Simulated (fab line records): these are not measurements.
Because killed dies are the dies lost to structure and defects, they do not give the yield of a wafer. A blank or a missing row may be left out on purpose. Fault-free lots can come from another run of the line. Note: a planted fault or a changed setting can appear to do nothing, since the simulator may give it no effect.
Which tool is to blame? + flow nand harc + 6 lots, 18 wafers sampled, at 3 steps of a route of 1159

== WHAT THE GAUGES READ, wafer by wafer ==
NHARC_END_SORT_01.
| lot  | measured     | on        | killed at periphery |
|------|--------------|-----------|---------------------|
| L633 | day 21 00:19 | prober-02 | 2 2 1               |
| L639 | day 21 09:49 | prober-01 | 1 3 4               |
| L642 | day 21 21:55 | prober-01 | 1 3 1               |
| L643 | day 22 18:08 | prober-02 | 651 648 651         |
| L645 | day 23 15:56 | prober-01 | 1 2 3               |
| L651 | day 25 11:56 | prober-02 | 1 1 4               |

== TOOL THAT RAN EACH LOT (tool first, then ch and the chambers of the sampled wafers, then the start) ==
| lot  | NHARC_P_BONDPAD_ETCH_37           | NHARC_P_BONDPAD_PVD_27                  |
|------|-----------------------------------|-----------------------------------------|
| L633 | rie diel-11 ch 0,1, day 7 19:00   | pvd sputter-03, day 21 00:19 or earlier |
| L639 | rie diel-08 ch 1,2, day 8 22:58   | pvd sputter-02, day 21 09:49 or earlier |
| L642 | rie diel-08 ch 0,1,3, day 9 21:32 | pvd sputter-01, day 21 21:55 or earlier |
| L643 | rie diel-08 ch 2,3, day 10 07:28  | pvd sputter-02, day 22 18:08 or earlier |
| L645 | rie diel-11 ch 0,1, day 10 22:36  | pvd sputter-02, day 23 15:56 or earlier |
| L651 | rie diel-08 ch 0,3, day 12 17:13  | pvd sputter-01, day 25 11:56 or earlier |
- NHARC_P_BONDPAD_ETCH_37: etches the open film in N2/H2, target depth 60 nm, overetch 18 nm, time 65.91 s.
- NHARC_P_BONDPAD_PVD_27: deposits Cu, target thk 30 nm, time 20.49 s.

== THE ANSWER, worked out from the rows above alone ==
Rule: what is usual is taken from the lots themselves. Put in order of their means at a reading, lots are off if they are a third of the lots or fewer, leave a main group of 4 or more, and stand apart from it by a gap of 3 or more times the standard deviation of the main group's means; of several such gaps the widest counts. A main group is skipped when, at the precision printed for the reading in the tables above, its means are all equal. A lot without any number at a reading at which 4 lots or more have one is off too. All remaining lots with rows at the step are treated as sound.
Off, at NHARC_END_SORT_01 on killed at periphery: L643. The main group: mean 2.0, standard deviation 0.37.
A tool fits if, at a process step before that reading, it ran every lot that is off, and no sound lot after the first of them. The gauges at NHARC_END_SORT_01 are tried like those tools. Because NHARC_P_BONDPAD_PVD_27 lacks a start for some lots, the hours and order of its lots are taken from NHARC_END_SORT_01. No candidate that was tried fits.

== WHAT THE SIMULATOR HAD INSERTED ==
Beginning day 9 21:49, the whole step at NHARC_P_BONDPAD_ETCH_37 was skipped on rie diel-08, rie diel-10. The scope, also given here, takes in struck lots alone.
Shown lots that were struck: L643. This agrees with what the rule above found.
